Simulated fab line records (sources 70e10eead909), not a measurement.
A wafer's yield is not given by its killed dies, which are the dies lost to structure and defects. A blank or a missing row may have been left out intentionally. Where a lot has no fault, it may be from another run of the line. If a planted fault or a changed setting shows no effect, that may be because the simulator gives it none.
fab line records -- flow nandHarc
record lots=7, wafers=21, lastDay=33
route steps=1302 shown A_CONTACT@1053 END@1302
lots that met no fault: taken from a fault-free run of the same line
startH: start of the lot's first displayed wafer, in hours after the record's first day -- waitH: time in hours since the lot's previous step -- " repeats the value in the row above -- L1.1+2: one row covering several wafers at once -- - no value present, or no start provided -- * or withheld: withheld -- < > ~ a bound
route shown NAME@n: a module of which the file shows steps, and the number in the route of the first -- usual: mean and standard deviation over wafers with no fault -- same: alike in all rows -- chamber/n: place in a boat -- sites: the reading at each site -- _std_site: how widely they spread, as a standard deviation -- _edge_site: outer sites' mean less inner sites' -- radiusMm: how far each site lies from the wafer's centre -- mask NAME#n: copy n -- behind: tool/chamber where the wafer was last shaped -- hold: why the lot was held/for how many hours/how that ended -- device: transistor that didn't switch, given as n, p or np -- end of line: the same wafers' tests at the end of the route -- a step without rows: its recipe alone -- killed: not the wafer's yield, but the dies lost to structure and defects at the first sort -- map: shows each die of a wafer: x if killed, . if not, _ if none is there
set.NAME: the setting the step ran with; set.NAME@STEP: the setting that earlier step ran with -- model.NAME: the simulator's own value behind a step, which no gauge read
lots at some steps of the route; a table a step, a row a wafer
services: a tool's chamber out of use, with start hour (startH, from the record's first day; less than 0 if before it), hours out, and reason
## steps
# step NHARC_A_CONTACT_ETCH_130
# recipe sourceW=withheld, pressureMtorr=20, biasV=3000, timeS=197, targetDepthA=19180, arFlowSccm=withheld, c4f8FlowSccm=withheld, o2FlowSccm=withheld, chemistry=C4F8/O2/Ar
# step NHARC_A_CONTACT_ETCH_131
# recipe sourceW=withheld, pressureMtorr=20, biasV=3000, timeS=197, targetDepthA=19180, arFlowSccm=withheld, c4f8FlowSccm=withheld, o2FlowSccm=withheld, chemistry=C4F8/O2/Ar
# step NHARC_A_CONTACT_ETCH_132
# recipe sourceW=withheld, pressureMtorr=20, biasV=3000, timeS=197, targetDepthA=19240, arFlowSccm=withheld, c4f8FlowSccm=withheld, o2FlowSccm=withheld, chemistry=C4F8/O2/Ar
# step NHARC_A_CONTACT_ETCH_133
# recipe sourceW=withheld, pressureMtorr=20, biasV=400, timeS=374, targetDepthA=16100, arFlowSccm=withheld, c4f8FlowSccm=11.5, o2FlowSccm=7.2, chemistry=C4F8/O2/Ar
lot.wafer,tool,chamber,startH,waitH,rfHoursCounterH
L871.2,harCapEtch-01,1,519.89,0.1,1
L871.3,harCapEtch-01,0,519.89,0.1,-
L871.5,harCapEtch-01,1,519.89,0.1,-
L877.2,harCapEtch-03,0,581.58,0.1,53
L877.4,harCapEtch-03,0,581.58,0.1,-
L877.6,harCapEtch-03,0,581.58,0.1,-
L878.1,harCapEtch-02,0,596.66,0.1,101
L878.3,harCapEtch-02,1,596.66,0.1,-
L878.6,harCapEtch-02,0,596.66,0.1,-
L879.3,harCapEtch-03,1,603.48,0.3,-
L879.5,harCapEtch-03,0,603.48,0.3,-
L879.6,harCapEtch-03,1,603.48,0.3,-
L880.2,harCapEtch-03,1,623.07,0.3,60
L880.3,harCapEtch-03,0,623.07,0.3,-
L880.5,harCapEtch-03,1,623.07,0.3,-
L889.1,harCapEtch-03,0,706.78,0.1,76
L889.2,harCapEtch-03,1,706.78,0.1,76
L889.3,harCapEtch-03,0,706.78,0.1,-
L892.2,harCapEtch-03,1,727.92,0.1,82
L892.3,harCapEtch-03,0,727.92,0.1,-
L892.5,harCapEtch-03,1,727.92,0.1,-
# step NHARC_A_CONTACT_ETCH_91
# recipe targetDepthA=400, overEtchFrac=0.5, timeS=85.7, ionEnergyEv=120, ch3fFlowSccm=50, o2FlowSccm=30, arFlowSccm=200, rfW=500, biasW=100, chemistry=CH3F/O2
# usual biasW=100.01/0.3, drypumpMotorCurrentA=5.8/0.57, oesProductAu=0.95/0.034, rfVppV=243.9/1.5, showerheadPlenumPTorr=2.43/0.095, throttleValvePct=20.663/0.0092
lot.wafer,tool,chamber,startH,waitH,biasW,drypumpMotorCurrentA,oesProductAu,rfHoursCounterH,rfVppV,showerheadPlenumPTorr,throttleValvePct
L871.3,rieDiel-10,1,520.67,0.5,99.59,6.4,0.93,33,242.6,2.45,20.652
L871.2,rieDiel-10,0,520.67,0.5,99.88,5.4,0.92,32,245.0,2.46,20.658
L871.5,rieDiel-10,2,520.67,0.5,99.34,6.1,0.92,-,247.2,2.60,20.666
L877.2,rieDiel-10,2,582.39,0.7,100.34,6.1,0.92,58,247.2,2.59,20.669
L877.4,rieDiel-10,0,582.39,0.7,99.87,5.5,0.92,57,242.7,2.45,20.657
L877.6,rieDiel-10,2,582.39,0.7,100.40,6.1,0.92,-,245.9,2.59,20.661
L878.3,rieDiel-11,2,597.45,0.5,100.30,6.7,1.01,27,241.9,2.29,20.661
L878.1,rieDiel-11,1,597.45,0.5,99.92,5.3,0.99,24,244.4,2.43,20.669
L878.6,rieDiel-11,3,597.45,0.5,100.20,5.1,1.01,-,244.6,2.55,20.663
L879.3,rieDiel-11,2,604.09,0.5,100.08,6.6,0.93,28,242.7,2.29,20.649
L879.5,rieDiel-11,0,604.09,0.5,99.75,6.0,0.93,-,243.5,2.41,20.651
L879.6,rieDiel-11,1,604.09,0.5,100.37,5.3,0.92,-,242.9,2.43,20.655
L880.3,rieDiel-03,2,623.93,0.7,100.13,5.4,0.93,38,246.3,2.54,20.660
L880.2,rieDiel-03,3,623.93,0.7,100.01,5.9,0.92,38,245.4,2.53,20.655
L880.5,rieDiel-03,0,623.93,0.7,100.44,6.0,0.94,-,242.5,2.30,20.660
L889.3,rieDiel-11,2,707.58,0.6,99.52,6.7,1.02,21,241.2,2.28,20.655
L889.1,rieDiel-11,3,707.58,0.6,100.03,5.1,1.01,18,244.0,2.54,20.657
L889.2,rieDiel-11,0,707.58,0.6,100.14,6.0,1.00,23,244.4,2.40,20.662
L892.3,rieDiel-11,1,728.72,0.5,100.46,5.3,0.92,19,245.6,2.42,20.648
L892.2,rieDiel-11,2,728.72,0.5,100.34,6.6,0.95,26,241.4,2.28,20.638
L892.5,rieDiel-11,1,728.72,0.5,99.89,5.3,0.92,-,243.2,2.42,20.656
# step NHARC_A_CONTACT_ETCH_97
# recipe targetDepthA=200, overEtchFrac=0.5, timeS=10, ionEnergyEv=250, c4f6FlowSccm=25, o2FlowSccm=20, arFlowSccm=500, rfW=600, biasW=500, chemistry=C4F6/O2
# usual biasW=500.2/1.4, drypumpMotorCurrentA=5.7/0.58, oesProductAu=0.963/0.024, rfVppV=546/3.1, showerheadPlenumPTorr=3.89/0.14, throttleValvePct=26.903/0.0084
lot.wafer,tool,chamber,startH,waitH,biasW,drypumpMotorCurrentA,oesProductAu,rfHoursCounterH,rfVppV,showerheadPlenumPTorr,throttleValvePct
L871.3,rieDiel-10,3,-,-,497.7,4.7,0.940,34,546,3.88,26.881
L871.2,rieDiel-10,0,-,-,501.1,5.4,0.939,32,547,3.93,26.909
L871.5,rieDiel-10,1,-,-,502.9,6.5,0.949,-,545,3.90,26.893
L877.4,rieDiel-10,3,-,-,498.6,4.7,0.968,52,547,3.87,26.910
L877.2,rieDiel-10,0,-,-,497.6,5.5,0.963,57,548,3.91,26.897
L877.6,rieDiel-10,2,-,-,499.3,6.1,0.976,-,551,4.12,26.917
L878.1,rieDiel-11,2,-,-,501.5,6.7,1.015,27,540,3.67,26.888
L878.3,rieDiel-11,3,-,-,500.1,5.2,1.003,31,551,4.06,26.908
L878.6,rieDiel-11,2,-,-,501.8,6.7,1.020,-,542,3.67,26.911
L879.3,rieDiel-11,0,-,-,500.9,6.0,0.947,25,545,3.85,26.909
L879.5,rieDiel-11,3,-,-,499.8,5.2,0.936,-,549,4.06,26.896
L879.6,rieDiel-11,0,-,-,500.8,6.0,0.956,-,546,3.85,26.920
L880.2,rieDiel-03,0,-,-,497.5,5.9,0.968,39,541,3.68,26.901
L880.3,rieDiel-03,3,-,-,500.8,5.9,0.938,38,550,4.04,26.907
L880.5,rieDiel-03,1,-,-,496.2,5.7,0.948,-,543,3.72,26.900
L889.3,rieDiel-11,1,-,-,498.7,5.3,0.996,14,547,3.86,26.902
L889.1,rieDiel-11,2,-,-,499.8,6.7,1.027,22,542,3.66,26.899
L889.2,rieDiel-11,3,-,-,499.8,5.1,1.003,18,550,4.04,26.907
L892.3,rieDiel-11,1,-,-,500.0,5.3,0.943,19,544,3.86,26.897
L892.2,rieDiel-11,2,-,-,498.9,6.6,0.957,26,541,3.66,26.907
L892.5,rieDiel-11,0,-,-,498.5,6.0,0.954,-,546,3.84,26.911
# step NHARC_A_CONTACT_CD_MEAS_80
# usual cdNm=289.3/0.87
lot.wafer,tool,chamber,startH,waitH,cdNm
L871.2,cdSem-03,-,520.90,-,289.5
L871.3,cdSem-03,-,520.90,-,289.7
L871.5,cdSem-03,-,520.90,-,290.3
L877.2,cdSem-01,-,582.72,-,287.0
L877.4,cdSem-01,-,582.72,-,287.5
L877.6,cdSem-01,-,582.72,-,287.6
L878.1,cdSem-01,-,597.66,-,289.1
L878.3,cdSem-01,-,597.66,-,289.5
L878.6,cdSem-01,-,597.66,-,289.2
L879.3,cdSem-02,-,604.28,-,289.1
L879.5,cdSem-02,-,604.28,-,289.6
L879.6,cdSem-02,-,604.28,-,288.4
L880.2,cdSem-01,-,624.13,-,288.3
L880.3,cdSem-01,-,624.13,-,289.7
L880.5,cdSem-01,-,624.13,-,289.8
L889.1,cdSem-01,-,707.78,-,288.4
L889.2,cdSem-01,-,707.78,-,288.6
L889.3,cdSem-01,-,707.78,-,288.7
L892.2,cdSem-02,-,728.93,-,289.8
L892.3,cdSem-02,-,728.93,-,288.9
L892.5,cdSem-02,-,728.93,-,288.6
# step NHARC_A_CONTACT_STRIP_103
# recipe n2FlowSccm=150, h2FlowSccm=150, arFlowSccm=0, biasW=0, chemistry=N2/H2
# step NHARC_A_CONTACT_STRIP_104
# recipe cf4FlowSccm=100, chf3FlowSccm=30, arFlowSccm=0, biasW=0, chemistry=CF4/CHF3
# step NHARC_A_CONTACT_STRIP_105
# recipe o2FlowSccm=400, cosFlowSccm=20, arFlowSccm=0, biasW=0, chemistry=O2/COS
# step NHARC_A_CONTACT_ETCH_106
# recipe targetDepthA=900, overetchA=90, timeS=49.5, ionEnergyEv=100, cf4FlowSccm=80, o2FlowSccm=20, arFlowSccm=0, rfW=300, biasW=100, chemistry=CF4/O2
# usual biasW=100.03/0.28, drypumpMotorCurrentA=5.8/0.55, oesProductAu=1.002/0.0099, rfVppV=197.5/1.4, showerheadPlenumPTorr=1.32/0.053, throttleValvePct=13.398/0.0095
lot.wafer,tool,chamber,startH,waitH,biasW,drypumpMotorCurrentA,oesProductAu,rfHoursCounterH,rfVppV,showerheadPlenumPTorr,throttleValvePct
L871.3,rieDiel-11,2,521.20,0.1,99.96,6.6,1.009,15,195.3,1.25,13.388
L871.2,rieDiel-11,3,521.20,0.1,99.84,5.2,0.999,18,199.3,1.39,13.394
L871.5,rieDiel-11,0,521.20,0.1,99.66,6.0,1.001,-,198.1,1.31,13.380
L877.4,rieDiel-11,1,583.01,0.1,99.55,5.3,1.000,23,197.5,1.32,13.383
L877.2,rieDiel-11,0,583.01,0.1,100.09,6.0,0.995,22,196.8,1.31,13.400
L877.6,rieDiel-11,1,583.01,0.1,99.81,5.3,0.998,-,198.6,1.32,13.388
L878.1,rieDiel-11,1,597.96,0.0,100.23,5.3,0.993,24,195.6,1.32,13.406
L878.3,rieDiel-11,0,597.96,0.0,100.13,6.0,0.992,24,198.3,1.31,13.413
L878.6,rieDiel-11,2,597.96,0.0,99.92,6.6,1.004,-,194.7,1.24,13.397
L879.3,rieDiel-11,3,604.64,0.1,100.05,5.2,1.008,32,198.0,1.38,13.401
L879.6,rieDiel-11,2,604.64,0.1,100.02,6.6,1.003,-,194.1,1.24,13.405
L879.5,rieDiel-11,3,604.64,0.1,100.38,5.1,1.005,-,200.0,1.38,13.401
L880.3,rieDiel-10,0,624.42,0.1,99.84,5.4,1.001,7,196.6,1.33,13.395
L880.2,rieDiel-10,1,624.42,0.1,99.90,6.4,1.005,8,197.7,1.32,13.383
L880.5,rieDiel-10,3,624.42,0.1,100.04,4.7,1.012,-,197.3,1.31,13.384
L889.1,rieDiel-11,2,708.08,0.1,99.78,6.6,1.014,22,194.9,1.24,13.388
L889.2,rieDiel-11,3,708.08,0.1,99.89,5.2,1.004,18,199.0,1.38,13.403
L889.3,rieDiel-11,0,708.08,0.1,99.83,6.0,1.006,23,197.8,1.30,13.406
L892.2,rieDiel-03,2,729.23,0.1,99.89,5.4,0.991,28,200.1,1.37,13.407
L892.3,rieDiel-03,3,729.23,0.1,99.42,5.9,0.994,28,197.5,1.37,13.404
L892.5,rieDiel-03,0,729.23,0.1,100.14,5.9,1.000,-,195.7,1.24,13.406
# step NHARC_A_CONTACT_STRIP_82
# recipe o2FlowSccm=500, arFlowSccm=0, biasW=0, chemistry=O2
# usual chamberPressureMTorr=60.00/0.051, drypumpMotorCurrentA=5.8/0.55, oesProductAu=1.002/0.01, rfVppV=57.7/1, showerheadPlenumPTorr=3.48/0.14, throttleValvePct=17.036/0.0086
# same biasW=0
lot.wafer,tool,chamber,startH,waitH,chamberPressureMTorr,drypumpMotorCurrentA,oesProductAu,rfHoursCounterH,rfVppV,showerheadPlenumPTorr,throttleValvePct
L871.2,rieDiel-11,3,-,-,59.97,5.1,0.999,18,57.8,3.66,17.028
L871.3,rieDiel-11,1,-,-,59.92,5.3,0.997,14,55.0,3.49,17.027
L871.5,rieDiel-11,3,-,-,59.91,5.2,0.993,-,59.9,3.66,17.029
L877.4,rieDiel-11,2,-,-,59.99,6.6,0.984,25,57.2,3.30,17.038
L877.2,rieDiel-11,1,-,-,60.05,5.4,0.990,23,56.0,3.48,17.051
L877.6,rieDiel-11,2,-,-,60.09,6.6,0.997,-,55.6,3.30,17.028
L878.3,rieDiel-11,3,-,-,60.04,5.2,1.000,31,56.4,3.65,17.035
L878.1,rieDiel-11,0,-,-,59.98,6.0,1.005,24,57.2,3.46,17.033
L878.6,rieDiel-11,3,-,-,59.98,5.2,1.006,-,59.8,3.65,17.038
L879.3,rieDiel-11,3,-,-,59.95,5.1,1.002,32,58.8,3.65,17.036
L879.5,rieDiel-11,3,-,-,60.11,5.1,1.000,-,58.8,3.65,17.038
L879.6,rieDiel-11,0,-,-,59.98,6.0,1.011,-,57.5,3.46,17.034
L880.2,rieDiel-10,2,-,-,60.03,6.1,1.002,8,58.0,3.70,17.032
L880.3,rieDiel-10,3,-,-,59.98,4.7,1.004,6,58.6,3.47,17.040
L880.5,rieDiel-10,0,-,-,60.05,5.4,0.993,-,57.6,3.51,17.011
L889.1,rieDiel-11,2,-,-,60.06,6.6,1.017,22,57.2,3.28,17.025
L889.2,rieDiel-11,0,-,-,60.04,6.0,1.010,23,58.6,3.45,17.039
L889.3,rieDiel-11,1,-,-,60.06,5.3,0.998,14,57.3,3.47,17.024
L892.2,rieDiel-03,3,-,-,60.04,5.9,1.006,28,57.6,3.62,17.047
L892.3,rieDiel-03,2,-,-,59.93,5.4,0.989,28,57.6,3.62,17.030
L892.5,rieDiel-03,0,-,-,60.07,5.9,1.001,-,58.4,3.29,17.044
# step NHARC_A_CONTACT_STRIP_83
# recipe timeS=600, tempC=30, chemistry=postEtchResidueRemover
# usual bathHeatDutyPct=12.4/1.6, runLengthS=603.1/1.2
lot.wafer,tool,chamber,startH,waitH,bathHeatDutyPct,runLengthS
L871.2,wetBench-04,6,521.58,-,11.2,602.0
L871.5,wetBench-04,7,521.58,-,11.9,602.0
L871.3,wetBench-04,1,521.58,-,11.2,602.5
L877.4,wetBench-03,7,583.40,-,11.9,604.1
L877.2,wetBench-03,0,583.40,-,11.7,602.0
L877.6,wetBench-03,4,583.40,-,14.4,601.2
L878.6,wetBench-04,6,598.34,-,-,-
L878.3,wetBench-04,7,598.34,-,-,-
L878.1,wetBench-04,1,598.34,-,-,-
L879.3,wetBench-04,2,605.04,-,-,-
L879.5,wetBench-04,3,605.04,-,-,-
L879.6,wetBench-04,5,605.04,-,-,-
L880.3,wetBench-04,6,624.84,-,-,-
L880.2,wetBench-04,0,624.84,-,-,-
L880.5,wetBench-04,1,624.84,-,-,-
L889.1,wetBench-05,0,708.46,-,13.8,602.5
L889.2,wetBench-05,3,708.46,-,10.9,604.4
L889.3,wetBench-05,4,708.46,-,10.9,601.2
L892.2,wetBench-05,0,729.61,-,12.5,602.7
L892.3,wetBench-05,2,729.61,-,10.4,603.7
L892.5,wetBench-05,4,729.61,-,11.4,601.2
# step NHARC_A_CONTACT_DEP_84
# recipe targetThkA=28000, tempC=400, material=aC
# step NHARC_END_SORT_01
# recipe tempC=25
# usual killedAtArray=57/20, killedAtOther=1.3/1.4, killedAtPeriphery=3.4/2.4, killedDies=61/19, killedOpen=2.9/1.8, killedShort=2.5/1.6
# same grossDies=677
lot.wafer,tool,chamber,startH,waitH,killedAtArray,killedAtOther,killedAtPeriphery,killedDies,killedOpen,killedShort
L871.2,prober-01,0,577.80,2.8,73,0,2,75,3,5
L871.3,prober-01,0,578.61,3.1,70,1,3,74,3,1
L871.5,prober-01,0,580.22,3.7,45,0,2,47,2,1
L880.2,prober-01,0,680.70,2.8,59,0,2,61,5,1
L880.3,prober-01,0,681.49,3.1,60,0,6,66,4,1
L880.5,prober-01,0,683.08,3.7,74,0,2,76,1,2
# killed by level:class
L871.2 A_CHANNEL_HOLE_D1:chamberFilmFlake=29 A_CHANNEL_HOLE_D2:chamberFilmFlake=28 A_DECK1_JOINT:chamberFilmFlake=3 A_CONTACT:chamberFilmFlake=3 A_CHANNEL_FILL_D1:geometricParticle:short=2 A_CHANNEL_FILL_D1:chamberFilmFlake=2 P_CONTACT:geometricParticle:open=1 A_ONON_D1:geometricParticle:open=1
L871.3 A_CHANNEL_HOLE_D2:chamberFilmFlake=28 A_CHANNEL_HOLE_D1:chamberFilmFlake=23 A_CONTACT:chamberFilmFlake=7 A_WL_FILL:chamberFilmFlake=3 A_DECK1_JOINT:chamberFilmFlake=2 P_M1:geometricParticle:open=1 A_ONON_D2:geometricParticle:short=1 A_ONON_D2:geometricParticle:open=1
L871.5 A_CHANNEL_HOLE_D2:chamberFilmFlake=19 A_CHANNEL_HOLE_D1:chamberFilmFlake=15 A_CONTACT:chamberFilmFlake=2 P_STI:chamberFilmFlake=2 A_STAIRCASE:chamberFilmFlake=2 A_WL_FILL:chamberFilmFlake=2 A_ONON_D1:geometricParticle:open=1 A_CHANNEL_FILL_D2:geometricParticle:short=1
L880.2 A_CHANNEL_HOLE_D1:chamberFilmFlake=30 A_CHANNEL_HOLE_D2:chamberFilmFlake=13 A_CONTACT:chamberFilmFlake=7 A_WL_FILL:geometricParticle:open=2 A_ZERO_WELL:chamberFilmFlake=2 P_CONTACT:geometricParticle:open=1 A_CHANNEL_FILL_D2:geometricParticle:open=1 A_WL_FILL:geometricParticle:short=1
L880.3 A_CHANNEL_HOLE_D1:chamberFilmFlake=27 A_CHANNEL_HOLE_D2:chamberFilmFlake=18 A_CONTACT:chamberFilmFlake=5 A_STAIRCASE:chamberFilmFlake=4 P_ZERO_WELL:chamberFilmFlake=3 A_M1:chamberFilmFlake=3 P_GATE:geometricParticle:open=1 P_CONTACT:geometricParticle:open=1
L880.5 A_CHANNEL_HOLE_D1:chamberFilmFlake=40 A_CHANNEL_HOLE_D2:chamberFilmFlake=17 A_CONTACT:chamberFilmFlake=7 A_SLIT:chamberFilmFlake=5 A_CHANNEL_FILL_D1:geometricParticle:short=1 A_CHANNEL_FILL_D1:geometricParticle:open=1 A_M0:geometricParticle:short=1 P_ZERO_WELL:chamberFilmFlake=1
## services
tool,chamber,startH,hours,kind
harCapEtch-01,-,498.91,17.0,pm
rieDiel-10,1,506.13,3.3,repair
rieDiel-11,0,515.04,-,clean
rieDiel-11,1,515.04,-,clean
rieDiel-11,2,515.04,-,clean
rieDiel-11,3,515.04,-,clean
harCapEtch-02,-,517.24,0.6,repair
rieDiel-11,0,539.69,-,clean
rieDiel-11,1,539.69,-,clean
rieDiel-11,2,539.69,-,clean
rieDiel-11,3,539.69,-,clean
rieDiel-11,1,543.25,4.5,repair
rieDiel-10,3,552.44,4.8,repair
wetBench-03,-,562.52,8.0,pm
rieDiel-11,0,564.87,-,clean
rieDiel-10,1,565.58,7.9,repair
wetBench-04,-,579.20,8.0,pm
rieDiel-10,-,596.61,9.0,pm
rieDiel-11,-,610.24,9.0,pm
wetBench-05,-,612.80,8.0,pm
rieDiel-03,-,628.03,1.5,repair
rieDiel-11,3,635.16,5.8,repair
rieDiel-03,-,636.60,9.0,pm
wetBench-05,-,673.40,12.3,repair
## key
firstSign step=NHARC_A_CONTACT_STRIP_83, reading=toolRecord, direction=missing
effect none on later readings
metAt NHARC_A_CONTACT_STRIP_83
struckWafers L878.1,L878.3,L878.6,L879.3,L879.5,L879.6,L880.2,L880.3,L880.5
testerLeftOut L878,L879,L880
onsetBetween 521.58 598.34
fault kind=skippedStepWhole, tool=wetBench-04, chamber=-, onsetH=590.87, steps=NHARC_A_CONTACT_STRIP_83, scope=struckLotsOnly
# testerLeftOut: of these lots the tester's yield and bins aren't shown, on N5 and GAA mostly nor the transistor test; their killed dies are dies lost to structure and defects alone, not to doping, threshold or leakage, so they don't give the yield
